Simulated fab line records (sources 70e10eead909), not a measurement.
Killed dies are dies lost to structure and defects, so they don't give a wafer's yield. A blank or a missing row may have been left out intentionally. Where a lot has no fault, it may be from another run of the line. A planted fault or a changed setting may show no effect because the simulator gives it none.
Chamber matching | flow nand harc | 4 sister chambers for NHARC_A_STAIRCASE_CMP_152 on cmp-01
The step polishes. 8 wafers are shown with their chamber, then 7 later ones without.

EACH WAFER AND ITS CHAMBER
wafer  | chamber | motor current A (A) | retaining ring pressure frac
L075.4 | 0       | 13.3                | 1.001
L079.3 | 3       | 10.5                | 1.007
L079.6 | 1       | 12.5                | 0.987
L084.3 | 2       | 11.5                | 0.998
L084.5 | 1       | 11.8                | 0.995
L084.6 | 2       | 11.0                | 0.999
L090.1 | 0       | 13.2                | 0.995
L090.3 | 3       | 10.6                | 0.999

WAFERS WITH NO CHAMBER GIVEN
wafer  | motor current A (A) | retaining ring pressure frac
L090.5 | 11.4                | 1.006
L095.1 | 11.2                | 0.992
L095.2 | 12.1                | 1.005
L095.3 | 10.7                | 1.006
L097.1 | 12.3                | 1.003
L097.3 | 10.9                | 1.000
L097.5 | 10.4                | 1.004

CHAMBER TAKEN BY EACH
wafer  | from the rows above               | in truth
L090.5 | can't be placed: 2 or 3           | 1
L095.1 | can't be placed: 2 or 1 or 3      | 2
L095.2 | can't be placed: 1 or 2 or 0 or 3 | 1
L095.3 | can't be placed: 3 or 2           | 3
L097.1 | can't be placed: 1 or 0 or 2      | 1
L097.3 | can't be placed: 2 or 3           | 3
L097.5 | 3                                 | 3
Correctly placed: 1 of 7. Cannot be placed on the basis of these rows: 6; the candidates contain the true chamber in 5. Placed wrongly: 0.
How it was worked out, from the rows above alone: a wafer's distance from a chamber is the root of the sum, over the readings, of the square of ((its reading less the chamber's mean) divided by the reading's scatter). The wafer belongs to the nearest chamber; if the next one is less than 2 further off, it can't be placed. A chamber's mean is the mean of its shown wafers. How the scatter is found: for the shown wafers, subtract from each reading the mean of its chamber, square and add these, divide the total by (wafers less chambers), then take the root.
